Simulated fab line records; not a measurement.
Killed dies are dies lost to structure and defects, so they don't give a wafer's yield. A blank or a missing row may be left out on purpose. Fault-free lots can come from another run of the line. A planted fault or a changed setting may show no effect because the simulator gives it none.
fab line records + flow n5_finfet + part 1 of 2: steps 1 to 4 of 6
record:
- lots: 20
- wafers: 60
- last_day: 18
route steps=1938 shown BEOL_M0_SAQP@698 BEOL_M0@717 BEOL_M1@775
lots that met no fault: from a run of the same line without faults
start_h: hours from the record's first day to the start of the lot's first wafer shown + wait_h: hours from the lot's prior step to this one + " repeats the value in the row above + L1.1+2: several wafers, shown together as one row + - no value, or no start given + * or withheld: withheld + < > ~ a bound
route shown NAME@n: NAME is a module with steps in the file, n the number in the route of the first one + usual: mean and standard deviation over wafers with no fault + same: alike in all rows + chamber/n: place in a boat + sites: readings site by site + _std_site: the standard deviation of these + _edge_site: outer sites' mean less inner sites' + radius_mm: how far each site lies from the wafer's centre + mask NAME#n: copy n + behind: the most recent tool/chamber to have shaped the wafer + hold: reason for holding the lot/hours on hold/outcome of the hold + device: transistor that didn't switch, given as n, p or np + end of line: tests run on the same wafers once the route is complete + for a step that has no rows: nothing shown but its recipe + killed: not the wafer's yield, but the dies lost to structure and defects at the first sort + map: per-die view of a wafer (x killed, . not killed, _ where there is no die)
set.NAME: setting as actually run; set.NAME@STEP: the setting as run at that earlier step + model.NAME: the simulator's own value behind a step, which no gauge read
one table for each step of the route and one row for each wafer, over a sample of lots
services: the hour from which a tool's chamber was out of use, counted from the record's first day as start_h (under 0 if before that day), plus the number of hours and why
== steps ==
step: N5_BEOL_M0_SAQP_ALD_48
recipe:
- material: SiO2
- target_thk_a: 200
- temp_c: 100
- ald_precursor_family: BDEAS
- ald_co_reactant: O2-plasma
- pulse_time_s: 1
- co_reactant_pulse_time_s: 1
- purge_time_s: 2
- co_reactant_purge_time_s: 2
- ald_cycles: 139
- pressure_torr: 2
usual:
- chamber_pressure_Torr: 2.001/0.0045
- heater_power_w: 79/11
- precursor_pulse_height_rel: 0.999/0.022
same:
- ald_cycles: 139
| lot.wafer | tool       | chamber | start_h | wait_h | chamber_pressure_Torr | heater_power_w | precursor_pulse_height_rel |
|-----------|------------|---------|---------|--------|-----------------------|----------------|----------------------------|
| L074.3    | ald_sin-04 | 2       | 112.12  | 0.0    | 2.003                 | 79             | 1.017                      |
| L074.5    | "          | 3       | "       | "      | 2.008                 | 77             | 0.986                      |
| L074.6    | "          | 2       | "       | "      | 2.005                 | 78             | 1.048                      |
| L075.2    | ald_sin-03 | 1       | 117.50  | 0.0    | 1.992                 | 68             | 1.021                      |
| L075.4    | "          | 0       | "       | "      | 2.000                 | 87             | 1.018                      |
| L075.6    | "          | 3       | "       | "      | 1.991                 | 62             | 1.034                      |
| L076.1    | ald_sin-03 | 1       | 121.75  | 0.0    | 1.991                 | 67             | 1.012                      |
| L076.4    | "          | 2       | "       | "      | 2.004                 | 94             | 0.967                      |
| L076.5    | "          | 1       | "       | "      | 1.996                 | 69             | 1.020                      |
| L077.1    | ald_sin-01 | 3       | 129.92  | 0.0    | 1.997                 | 68             | 0.989                      |
| L077.4    | "          | 1       | "       | "      | 2.005                 | 66             | 1.019                      |
| L077.6    | "          | 2       | "       | "      | 2.007                 | 88             | 1.001                      |
| L078.1    | ald_sin-04 | 3       | 138.68  | 0.0    | 1.997                 | 79             | 0.995                      |
| L078.5    | "          | 0       | "       | "      | 1.993                 | 85             | 1.014                      |
| L078.6    | "          | 3       | "       | "      | 1.998                 | 80             | 0.994                      |
| L079.1    | ald_sin-04 | 1       | 143.04  | 0.0    | 2.003                 | 92             | 1.001                      |
| L079.2    | "          | 3       | "       | "      | 2.000                 | 78             | 0.994                      |
| L079.3    | "          | 0       | "       | "      | 2.009                 | 87             | 1.014                      |
| L080.1    | ald_sin-03 | 3       | 151.35  | 0.0    | 2.005                 | 62             | 1.030                      |
| L080.3    | "          | 0       | "       | "      | 1.999                 | 88             | 0.985                      |
| L080.6    | "          | 3       | "       | "      | 2.003                 | 63             | 0.970                      |
| L081.1    | ald_sin-04 | 1       | 157.63  | 0.1    | 2.009                 | 93             | 1.020                      |
| L081.2    | "          | 3       | "       | "      | 2.003                 | 79             | 1.006                      |
| L081.5    | "          | 3       | "       | "      | 1.998                 | 77             | 0.993                      |
| L082.3    | ald_sin-03 | 0       | 163.39  | 0.0    | 1.998                 | 87             | 0.965                      |
| L082.4    | "          | 1       | "       | "      | 1.994                 | 70             | 1.016                      |
| L082.6    | "          | 3       | "       | "      | 2.007                 | 64             | 0.954                      |
| L085.1    | ald_sin-03 | 1       | 186.16  | 1.4    | 1.995                 | 68             | 0.987                      |
| L085.2    | "          | 3       | "       | "      | 2.012                 | 64             | 1.018                      |
| L085.5    | "          | 2       | "       | "      | 2.002                 | 93             | 0.991                      |
| L086.2    | ald_sin-03 | 3       | 188.39  | 0.1    | 1.998                 | 63             | 1.041                      |
| L086.3    | "          | 1       | "       | "      | 1.998                 | 69             | 1.025                      |
| L086.5    | "          | 2       | "       | "      | 2.001                 | 95             | 0.974                      |
| L087.1    | ald_sin-03 | 3       | 192.96  | 1.9    | 2.001                 | 66             | 1.006                      |
| L087.4    | "          | 0       | "       | "      | 1.993                 | 86             | 0.952                      |
| L087.5    | "          | 3       | "       | "      | 2.005                 | 65             | 1.031                      |
| L089.1    | ald_sin-03 | 3       | 204.38  | 0.3    | 2.007                 | 66             | 0.978                      |
| L089.5    | "          | 0       | "       | "      | 2.002                 | 89             | 1.028                      |
| L089.6    | "          | 1       | "       | "      | 2.009                 | 69             | 1.003                      |
| L090.3    | ald_sin-04 | 3       | 210.20  | 0.0    | 1.999                 | 79             | 1.036                      |
| L090.4    | "          | 1       | "       | "      | 2.002                 | 89             | 0.994                      |
| L090.6    | "          | 2       | "       | "      | 1.991                 | 78             | 1.001                      |
| L091.1    | ald_sin-01 | 0       | 214.79  | 0.0    | 2.006                 | 68             | 1.022                      |
| L091.5    | "          | 1       | "       | "      | 2.002                 | 67             | 1.015                      |
| L091.6    | "          | 2       | "       | "      | 2.003                 | 89             | 1.016                      |
| L092.1    | ald_sin-03 | 0       | 222.15  | 0.0    | 1.993                 | 87             | 1.020                      |
| L092.3    | "          | 3       | "       | "      | 2.007                 | 62             | 1.007                      |
| L092.4    | "          | 1       | "       | "      | 2.009                 | 68             | 1.006                      |
| L093.1    | ald_sin-03 | 2       | 225.96  | 0.0    | 2.003                 | 93             | 1.005                      |
| L093.4    | "          | 3       | "       | "      | 2.002                 | 63             | 1.026                      |
| L093.6    | "          | 1       | "       | "      | 2.003                 | 68             | 1.014                      |
| L094.2    | ald_sin-04 | 2       | 234.29  | 0.9    | 2.003                 | 77             | 0.980                      |
| L094.4    | "          | 1       | "       | "      | 1.998                 | 90             | 0.989                      |
| L094.5    | "          | 1       | "       | "      | 1.995                 | 90             | 0.975                      |
| L096.1    | ald_sin-03 | 1       | 248.71  | 0.0    | 1.999                 | 67             | 0.987                      |
| L096.4    | "          | 2       | "       | "      | 1.997                 | 95             | 0.982                      |
| L096.5    | "          | 0       | "       | "      | 2.002                 | 89             | 0.971                      |
| L097.1    | ald_sin-04 | 3       | 256.49  | 0.2    | 1.995                 | 79             | 0.975                      |
| L097.5    | "          | 3       | "       | "      | 2.003                 | 80             | 1.029                      |
| L097.6    | "          | 2       | "       | "      | 2.007                 | 77             | 0.950                      |
step: N5_BEOL_M0_STRIP_140
recipe:
- chemistry: CF4
- resist: SiARC
- power_w: 300
- bias_power_w: 75
- pressure_mtorr: 50
- cf4_flow_sccm: 150
- rf_frequency_hz: 6e+07
usual:
- cf4_flow_sccm: 150.0/0.51
- chamber_pressure_mTorr: 49.99/0.07
- drypump_motor_current_A: 5.7/0.4
- oes_product_au: 0.76/0.086
- power_w: 300.0/0.81
- rf_vpp_V: 270.6/1.9
- showerhead_plenum_p_Torr: 1.76/0.064
- throttle_valve_pct: 13.5/0.31
| lot.wafer | tool        | chamber | start_h | wait_h | cf4_flow_sccm | chamber_pressure_mTorr | drypump_motor_current_A | oes_product_au | power_w | rf_hours_counter_h | rf_vpp_V | showerhead_plenum_p_Torr | throttle_valve_pct |
|-----------|-------------|---------|---------|--------|---------------|------------------------|-------------------------|----------------|---------|--------------------|----------|--------------------------|--------------------|
| L074.3    | rie_diel-04 | 2       | 113.77  | 0.1    | 149.7         | 49.92                  | 5.7                     | 0.74           | 299.4   | 159                | 273.1    | 1.85                     | 13.7               |
| L074.5    | "           | 2       | "       | "      | 149.2         | 50.00                  | 5.8                     | 0.74           | 300.8   | -                  | 272.1    | 1.85                     | 13.7               |
| L074.6    | "           | 1       | "       | "      | 150.7         | 49.96                  | 5.2                     | 0.72           | 300.1   | -                  | 268.3    | 1.74                     | 13.4               |
| L075.2    | rie_diel-04 | 3       | 120.96  | 0.1    | 149.8         | 50.04                  | 5.4                     | 0.92           | 299.1   | 12                 | 268.5    | 1.74                     | 13.0               |
| L075.4    | "           | 2       | "       | "      | 150.3         | 50.01                  | 5.8                     | 0.74           | 301.1   | 161                | 272.0    | 1.85                     | 13.7               |
| L075.6    | "           | 3       | "       | "      | 149.9         | 50.16                  | 5.3                     | 0.92           | 298.6   | -                  | 273.3    | 1.74                     | 13.0               |
| L076.1    | rie_diel-04 | 2       | 124.52  | 0.2    | 150.6         | 49.92                  | 5.8                     | 0.74           | 300.5   | 162                | 272.7    | 1.85                     | 13.7               |
| L076.4    | "           | 0       | "       | "      | 150.2         | 49.99                  | 5.6                     | 0.70           | 300.1   | 220                | 271.0    | 1.70                     | 13.5               |
| L076.5    | "           | 2       | "       | "      | 149.5         | 50.01                  | 5.7                     | 0.73           | 302.1   | -                  | 271.4    | 1.85                     | 13.7               |
| L077.1    | rie_diel-06 | 2       | 131.41  | 0.1    | 150.8         | 49.99                  | 5.4                     | 0.72           | 301.1   | 180                | 268.7    | 1.71                     | 13.7               |
| L077.4    | "           | 2       | "       | "      | 150.0         | 49.98                  | 5.4                     | 0.73           | 301.2   | -                  | 269.3    | 1.71                     | 13.7               |
| L077.6    | "           | 3       | "       | "      | 149.1         | 50.05                  | 6.5                     | 0.88           | 300.1   | -                  | 269.8    | 1.73                     | 13.3               |
| L078.1    | rie_diel-05 | 0       | 140.75  | 0.1    | 149.9         | 49.99                  | 5.7                     | 0.68           | 300.9   | 227                | 270.7    | 1.70                     | 13.8               |
| L078.5    | "           | 2       | "       | "      | 149.6         | 49.89                  | 5.1                     | 0.74           | 299.7   | -                  | 275.1    | 1.87                     | 13.6               |
| L078.6    | "           | 1       | "       | "      | 150.2         | 50.08                  | 6.1                     | 0.87           | 301.6   | -                  | 272.7    | 1.75                     | 13.1               |
| L079.1    | rie_diel-04 | 0       | 144.62  | 0.1    | 149.9         | 50.03                  | 5.6                     | 0.67           | 300.4   | 228                | 271.1    | 1.70                     | 13.5               |
| L079.2    | "           | 2       | "       | "      | 149.9         | 49.93                  | 5.8                     | 0.72           | 299.2   | 166                | 271.7    | 1.85                     | 13.7               |
| L079.3    | "           | 1       | "       | "      | 150.3         | 49.89                  | 5.2                     | 0.72           | 301.0   | 176                | 271.2    | 1.73                     | 13.4               |
| L080.1    | rie_diel-05 | 0       | 153.53  | 0.2    | 151.6         | 50.01                  | 5.7                     | 0.69           | 299.0   | 234                | 269.1    | 1.70                     | 13.8               |
| L080.3    | "           | 1       | "       | "      | 149.2         | 50.04                  | 6.1                     | 0.86           | 298.3   | 35                 | 271.8    | 1.75                     | 13.2               |
| L080.6    | "           | 0       | "       | "      | 150.2         | 50.02                  | 5.7                     | 0.69           | 300.2   | -                  | 267.4    | 1.70                     | 13.8               |
| L081.1    | rie_diel-05 | 0       | 161.77  | 0.2    | 149.6         | 49.91                  | 5.7                     | 0.69           | 300.6   | 236                | 269.5    | 1.70                     | 13.8               |
| L081.2    | "           | 1       | "       | "      | 150.8         | 49.95                  | 6.0                     | 0.86           | 300.8   | 38                 | 271.0    | 1.75                     | 13.1               |
| L081.5    | "           | 1       | "       | "      | 150.3         | 49.94                  | 6.0                     | 0.84           | 300.7   | -                  | 271.6    | 1.75                     | 13.2               |
| L082.3    | rie_diel-04 | 2       | 164.98  | 0.1    | 149.9         | 49.96                  | 5.8                     | 0.73           | 300.3   | 173                | 272.3    | 1.85                     | 13.7               |
| L082.4    | "           | 1       | "       | "      | 150.6         | 50.04                  | 5.2                     | 0.71           | 301.3   | 182                | 268.2    | 1.73                     | 13.4               |
| L082.6    | "           | 2       | "       | "      | 149.6         | 50.05                  | 5.8                     | 0.72           | 300.9   | -                  | 274.5    | 1.85                     | 13.7               |
| L086.2    | rie_diel-05 | 0       | 190.47  | 0.1    | 149.5         | 50.07                  | 5.7                     | 0.67           | 300.1   | 250                | 271.2    | 1.69                     | 13.9               |
| L086.3    | "           | 0       | "       | "      | 150.1         | 50.03                  | 5.7                     | 0.67           | 298.4   | -                  | 271.0    | 1.69                     | 13.9               |
| L086.5    | "           | 2       | "       | "      | 150.2         | 49.97                  | 5.1                     | 0.70           | 299.3   | -                  | 272.3    | 1.87                     | 13.6               |
| L085.1    | rie_diel-06 | 0       | 190.55  | 0.1    | 150.7         | 50.09                  | 6.6                     | 0.69           | 300.1   | 248                | 270.3    | 1.78                     | 14.1               |
| L085.2    | "           | 3       | "       | "      | 149.3         | 49.99                  | 6.5                     | 0.85           | 299.6   | 57                 | 267.7    | 1.73                     | 13.3               |
| L085.5    | "           | 3       | "       | "      | 150.2         | 49.90                  | 6.5                     | 0.85           | 301.1   | -                  | 268.9    | 1.73                     | 13.3               |
| L087.1    | rie_diel-06 | 3       | 195.13  | 0.3    | 150.6         | 50.06                  | 6.5                     | 0.84           | 300.4   | 59                 | 270.5    | 1.73                     | 13.3               |
| L087.4    | "           | 2       | "       | "      | 149.9         | 49.93                  | 5.5                     | 0.70           | 299.4   | -                  | 271.1    | 1.70                     | 13.7               |
| L087.5    | "           | 3       | "       | "      | 150.6         | 49.90                  | 6.4                     | 0.85           | 300.1   | -                  | 270.7    | 1.73                     | 13.4               |
| L089.1    | rie_diel-06 | 1       | 205.90  | 0.1    | 150.0         | 49.93                  | 6.0                     | 0.67           | 299.3   | 247                | 270.3    | 1.77                     | 14.1               |
| L089.5    | "           | 1       | "       | "      | 149.4         | 50.12                  | 6.0                     | 0.67           | 297.9   | -                  | 270.1    | 1.77                     | 14.1               |
| L089.6    | "           | 2       | "       | "      | 149.2         | 49.90                  | 5.4                     | 0.69           | 301.0   | -                  | 270.4    | 1.70                     | 13.8               |
| L090.3    | rie_diel-05 | 1       | 213.16  | 0.2    | 149.8         | 49.90                  | 6.1                     | 0.82           | 299.8   | -                  | 271.6    | 1.74                     | 13.2               |
| L090.4    | "           | 1       | "       | "      | 149.5         | 49.95                  | 6.0                     | 0.82           | 299.1   | -                  | 270.5    | 1.74                     | 13.2               |
| L090.6    | "           | 1       | "       | "      | 149.1         | 49.94                  | 6.0                     | 0.82           | 299.9   | -                  | 269.9    | 1.74                     | 13.2               |
| L091.1    | rie_diel-06 | 1       | 216.71  | 0.1    | 149.9         | 50.00                  | 6.0                     | 0.67           | 299.5   | 253                | 270.2    | 1.77                     | 14.1               |
| L091.5    | "           | 2       | "       | "      | 151.0         | 49.95                  | 5.5                     | 0.70           | 300.4   | -                  | 268.9    | 1.70                     | 13.8               |
| L091.6    | "           | 1       | "       | "      | 148.8         | 50.00                  | 6.0                     | 0.67           | 300.4   | -                  | 270.2    | 1.77                     | 14.1               |
| L092.1    | rie_diel-05 | 2       | 227.94  | 0.2    | 150.4         | 49.95                  | 5.1                     | 0.69           | 300.1   | 229                | 271.6    | 1.86                     | 13.7               |
| L092.3    | "           | 1       | "       | "      | 150.9         | 50.00                  | 6.0                     | 0.82           | 300.6   | -                  | 269.0    | 1.74                     | 13.2               |
| L092.4    | "           | 2       | "       | "      | 150.7         | 49.98                  | 5.1                     | 0.70           | 300.0   | -                  | 274.1    | 1.86                     | 13.7               |
| L093.1    | rie_diel-04 | 2       | 229.53  | 0.1    | 150.3         | 49.88                  | 5.8                     | 0.71           | 300.0   | 200                | 271.9    | 1.84                     | 13.8               |
| L093.4    | "           | 0       | "       | "      | 149.7         | 50.01                  | 5.6                     | 0.96           | 300.0   | 3                  | 275.0    | 1.90                     | 13.0               |
| L093.6    | "           | 2       | "       | "      | 150.1         | 49.93                  | 5.7                     | 0.71           | 300.7   | -                  | 271.7    | 1.84                     | 13.8               |
| L094.2    | rie_diel-04 | 0       | 235.81  | 0.2    | 149.9         | 50.02                  | 5.6                     | 0.95           | 299.7   | 5                  | 273.2    | 1.90                     | 13.0               |
| L094.4    | "           | 3       | "       | "      | 150.2         | 50.04                  | 5.4                     | 0.83           | 298.6   | 57                 | 272.2    | 1.73                     | 13.1               |
| L094.5    | "           | 0       | "       | "      | 149.6         | 50.01                  | 5.6                     | 0.94           | 299.1   | -                  | 272.5    | 1.90                     | 13.1               |
| L096.1    | rie_diel-04 | 0       | 252.12  | 0.1    | 150.1         | 50.04                  | 5.6                     | 0.92           | 300.3   | 11                 | 272.4    | 1.90                     | 13.0               |
| L096.4    | "           | 1       | "       | "      | 149.8         | 50.08                  | 5.2                     | 0.70           | 299.3   | 215                | 268.4    | 1.72                     | 13.5               |
| L096.5    | "           | 1       | "       | "      | 149.7         | 50.10                  | 5.2                     | 0.70           | 299.8   | -                  | 269.2    | 1.72                     | 13.5               |
| L097.1    | rie_diel-04 | 2       | 261.42  | 0.3    | 149.5         | 49.96                  | 5.8                     | 0.71           | 300.8   | 212                | 272.1    | 1.84                     | 13.8               |
| L097.5    | "           | 0       | "       | "      | 150.6         | 50.07                  | 5.6                     | 0.91           | 298.1   | -                  | 274.3    | 1.90                     | 13.1               |
| L097.6    | "           | 3       | "       | "      | 149.8         | 49.99                  | 5.4                     | 0.82           | 299.6   | -                  | 267.7    | 1.72                     | 13.1               |
step: N5_BEOL_M0_SURFACE_TREAT_137
recipe:
- gas: Ar
- time_s: *
- ion_energy_ev: *
- ion_current_ma_cm2: 0.5
- pressure_mtorr: *
- ar_flow_sccm: 30
usual:
- throttle_valve_pct: *
| lot.wafer | tool           | chamber | start_h | wait_h | throttle_valve_pct |
|-----------|----------------|---------|---------|--------|--------------------|
| L074.3    | pvd_sputter-01 | -       | 116.23  | 1.3    | *                  |
| L074.5    | "              | -       | "       | "      | *                  |
| L074.6    | "              | -       | "       | "      | *                  |
| L075.2    | pvd_sputter-01 | -       | 122.36  | 0.2    | *                  |
| L075.4    | "              | -       | "       | "      | *                  |
| L075.6    | "              | -       | "       | "      | *                  |
| L076.1    | pvd_sputter-01 | -       | 127.60  | 1.1    | *                  |
| L076.4    | "              | -       | "       | "      | *                  |
| L076.5    | "              | -       | "       | "      | *                  |
| L077.1    | pvd_sputter-02 | -       | 132.76  | 0.2    | *                  |
| L077.4    | "              | -       | "       | "      | *                  |
| L077.6    | "              | -       | "       | "      | *                  |
| L078.1    | pvd_sputter-03 | -       | 142.53  | 0.2    | *                  |
| L078.5    | "              | -       | "       | "      | *                  |
| L078.6    | "              | -       | "       | "      | *                  |
| L079.1    | pvd_sputter-02 | -       | 146.06  | 0.1    | *                  |
| L079.2    | "              | -       | "       | "      | *                  |
| L079.3    | "              | -       | "       | "      | *                  |
| L080.1    | pvd_sputter-03 | -       | 154.88  | 0.2    | *                  |
| L080.3    | "              | -       | "       | "      | *                  |
| L080.6    | "              | -       | "       | "      | *                  |
| L081.1    | pvd_sputter-02 | -       | 163.49  | 0.1    | *                  |
| L081.2    | "              | -       | "       | "      | *                  |
| L081.5    | "              | -       | "       | "      | *                  |
| L082.3    | pvd_sputter-02 | -       | 167.95  | 1.5    | *                  |
| L082.4    | "              | -       | "       | "      | *                  |
| L082.6    | "              | -       | "       | "      | *                  |
| L086.2    | pvd_sputter-03 | -       | 191.70  | 0.2    | *                  |
| L086.3    | "              | -       | "       | "      | *                  |
| L086.5    | "              | -       | "       | "      | *                  |
| L085.1    | pvd_sputter-02 | -       | 191.86  | 0.2    | *                  |
| L085.2    | "              | -       | "       | "      | *                  |
| L085.5    | "              | -       | "       | "      | *                  |
| L087.1    | pvd_sputter-03 | -       | 196.50  | 0.2    | *                  |
| L087.4    | "              | -       | "       | "      | *                  |
| L087.5    | "              | -       | "       | "      | *                  |
| L089.1    | pvd_sputter-01 | -       | 206.83  | 0.1    | *                  |
| L089.5    | "              | -       | "       | "      | *                  |
| L089.6    | "              | -       | "       | "      | *                  |
| L090.3    | pvd_sputter-01 | -       | 215.51  | 0.3    | *                  |
| L090.4    | "              | -       | "       | "      | *                  |
| L090.6    | "              | -       | "       | "      | *                  |
| L091.1    | pvd_sputter-03 | -       | 218.88  | 0.1    | *                  |
| L091.5    | "              | -       | "       | "      | *                  |
| L091.6    | "              | -       | "       | "      | *                  |
| L092.1    | pvd_sputter-03 | -       | 229.37  | 0.2    | *                  |
| L092.3    | "              | -       | "       | "      | *                  |
| L092.4    | "              | -       | "       | "      | *                  |
| L093.1    | pvd_sputter-03 | -       | 231.67  | 0.2    | *                  |
| L093.4    | "              | -       | "       | "      | *                  |
| L093.6    | "              | -       | "       | "      | *                  |
| L094.2    | pvd_sputter-01 | -       | 237.73  | 0.2    | *                  |
| L094.4    | "              | -       | "       | "      | *                  |
| L094.5    | "              | -       | "       | "      | *                  |
| L096.1    | pvd_sputter-03 | -       | 253.52  | 0.4    | *                  |
| L096.4    | "              | -       | "       | "      | *                  |
| L096.5    | "              | -       | "       | "      | *                  |
| L097.1    | pvd_sputter-01 | -       | 262.82  | 0.2    | *                  |
| L097.5    | "              | -       | "       | "      | *                  |
| L097.6    | "              | -       | "       | "      | *                  |
step: N5_BEOL_M0_DEP_125
recipe:
- material: SiCN
- target_thk_a: 80
- temp_c: withheld
- precursor: 3MS/NH3
- pressure_torr: 3
- rf_w: 202
- time_s: 14
usual:
- chamber_pressure_Torr: 3.000/0.0069
- showerhead_plenum_p_Torr: 3.661/0.012
- throttle_valve_pct: 9.0/0.54
| lot.wafer | tool     | chamber | start_h | wait_h | chamber_pressure_Torr | showerhead_plenum_p_Torr | throttle_valve_pct |
|-----------|----------|---------|---------|--------|-----------------------|--------------------------|--------------------|
| L074.3    | pecvd-04 | 1       | 117.97  | 0.0    | 2.989                 | 3.675                    | 8.6                |
| L074.5    | "        | 0       | "       | "      | 3.012                 | 3.651                    | 10.4               |
| L074.6    | "        | 2       | "       | "      | 3.007                 | 3.669                    | 8.4                |
| L075.2    | pecvd-04 | 1       | 124.44  | 0.0    | 2.993                 | 3.660                    | 8.1                |
| L075.4    | "        | 0       | "       | "      | 2.999                 | 3.649                    | 10.1               |
| L075.6    | "        | 2       | "       | "      | 3.013                 | 3.647                    | 8.7                |
| L076.1    | pecvd-03 | 2       | 129.23  | 0.0    | 3.012                 | 3.662                    | 8.7                |
| L076.4    | "        | 1       | "       | "      | 2.990                 | 3.665                    | 8.9                |
| L076.5    | "        | 0       | "       | "      | 2.988                 | 3.677                    | 9.1                |
| L077.1    | pecvd-04 | 1       | 134.47  | 0.0    | 3.001                 | 3.673                    | 8.6                |
| L077.4    | "        | 1       | "       | "      | 2.995                 | 3.663                    | 8.5                |
| L077.6    | "        | 0       | "       | "      | 2.994                 | 3.651                    | 10.4               |
| L078.1    | pecvd-01 | 0       | 144.71  | 0.0    | 3.009                 | 3.651                    | 9.0                |
| L078.5    | "        | 0       | "       | "      | 3.002                 | 3.657                    | 8.8                |
| L078.6    | "        | 1       | "       | "      | 2.998                 | 3.650                    | 9.1                |
| L079.1    | pecvd-03 | 1       | 148.79  | 0.0    | 3.000                 | 3.659                    | 8.9                |
| L079.2    | "        | 0       | "       | "      | 2.988                 | 3.670                    | 9.3                |
| L079.3    | "        | 2       | "       | "      | 2.999                 | 3.668                    | 9.0                |
| L080.1    | pecvd-01 | 1       | 156.48  | 0.0    | 3.001                 | 3.633                    | 8.8                |
| L080.3    | "        | 2       | "       | "      | 3.021                 | 3.646                    | 8.9                |
| L080.6    | "        | 0       | "       | "      | 3.001                 | 3.652                    | 8.7                |
| L081.1    | pecvd-03 | 0       | 166.15  | 0.0    | 3.003                 | 3.669                    | 9.0                |
| L081.2    | "        | 2       | "       | "      | 2.993                 | 3.667                    | 9.2                |
| L081.5    | "        | 2       | "       | "      | 2.996                 | 3.669                    | 9.1                |
| L082.3    | pecvd-03 | 2       | 169.66  | 0.0    | 3.003                 | 3.669                    | 9.3                |
| L082.4    | "        | 1       | "       | "      | 3.006                 | 3.683                    | 8.7                |
| L082.6    | "        | 0       | "       | "      | 3.002                 | 3.682                    | 9.3                |
| L086.2    | pecvd-04 | 0       | 193.47  | 0.0    | 3.001                 | 3.651                    | 10.2               |
| L086.3    | "        | 1       | "       | "      | 2.997                 | 3.667                    | 8.5                |
| L086.5    | "        | 2       | "       | "      | 2.991                 | 3.664                    | 8.6                |
| L085.1    | pecvd-04 | 2       | 193.97  | 0.0    | 3.008                 | 3.663                    | 8.7                |
| L085.2    | "        | 0       | "       | "      | 3.004                 | 3.656                    | 10.4               |
| L085.5    | "        | 1       | "       | "      | 3.005                 | 3.672                    | 8.4                |
| L087.1    | pecvd-03 | 2       | 198.09  | 0.0    | 2.996                 | 3.664                    | 8.8                |
| L087.4    | "        | 0       | "       | "      | 2.995                 | 3.675                    | 9.2                |
| L087.5    | "        | 2       | "       | "      | 3.001                 | 3.659                    | 8.9                |
| L089.1    | pecvd-01 | 0       | 209.15  | 0.0    | 2.991                 | 3.659                    | 8.7                |
| L089.5    | "        | 1       | "       | "      | 2.995                 | 3.635                    | 9.2                |
| L089.6    | "        | 0       | "       | "      | 2.998                 | 3.651                    | 8.9                |
| L090.3    | pecvd-03 | 0       | 217.17  | 0.0    | 2.997                 | 3.675                    | 9.2                |
| L090.4    | "        | 0       | "       | "      | 2.989                 | 3.673                    | 9.3                |
| L090.6    | "        | 1       | "       | "      | 2.995                 | 3.666                    | 8.8                |
| L091.1    | pecvd-01 | 1       | 220.79  | 0.0    | 3.013                 | 3.638                    | 9.1                |
| L091.5    | "        | 0       | "       | "      | 2.999                 | 3.645                    | 8.5                |
| L091.6    | "        | 1       | "       | "      | 3.004                 | 3.645                    | 9.3                |
| L092.1    | pecvd-03 | 2       | 231.20  | 0.0    | 3.009                 | 3.673                    | 9.0                |
| L092.3    | "        | 0       | "       | "      | 2.999                 | 3.682                    | 9.2                |
| L092.4    | "        | 1       | "       | "      | 2.991                 | 3.656                    | 8.8                |
| L093.1    | pecvd-01 | 0       | 233.29  | 0.0    | 3.005                 | 3.650                    | 8.9                |
| L093.4    | "        | 0       | "       | "      | 3.011                 | 3.651                    | 8.5                |
| L093.6    | "        | 2       | "       | "      | 3.003                 | 3.654                    | 9.1                |
| L094.2    | pecvd-03 | 0       | 239.35  | 0.0    | 3.000                 | 3.680                    | 9.4                |
| L094.4    | "        | 1       | "       | "      | 3.001                 | 3.676                    | 8.4                |
| L094.5    | "        | 0       | "       | "      | 3.002                 | 3.676                    | 9.4                |
| L096.1    | pecvd-04 | 1       | 255.16  | 0.0    | 3.000                 | 3.662                    | 8.6                |
| L096.4    | "        | 1       | "       | "      | 3.004                 | 3.672                    | 8.7                |
| L096.5    | "        | 2       | "       | "      | 2.995                 | 3.659                    | 8.5                |
| L097.1    | pecvd-03 | 1       | 265.44  | 0.0    | 3.010                 | 3.670                    | 8.8                |
| L097.5    | "        | 0       | "       | "      | 3.004                 | 3.677                    | 9.4                |
| L097.6    | "        | 2       | "       | "      | 3.006                 | 3.675                    | 9.2                |
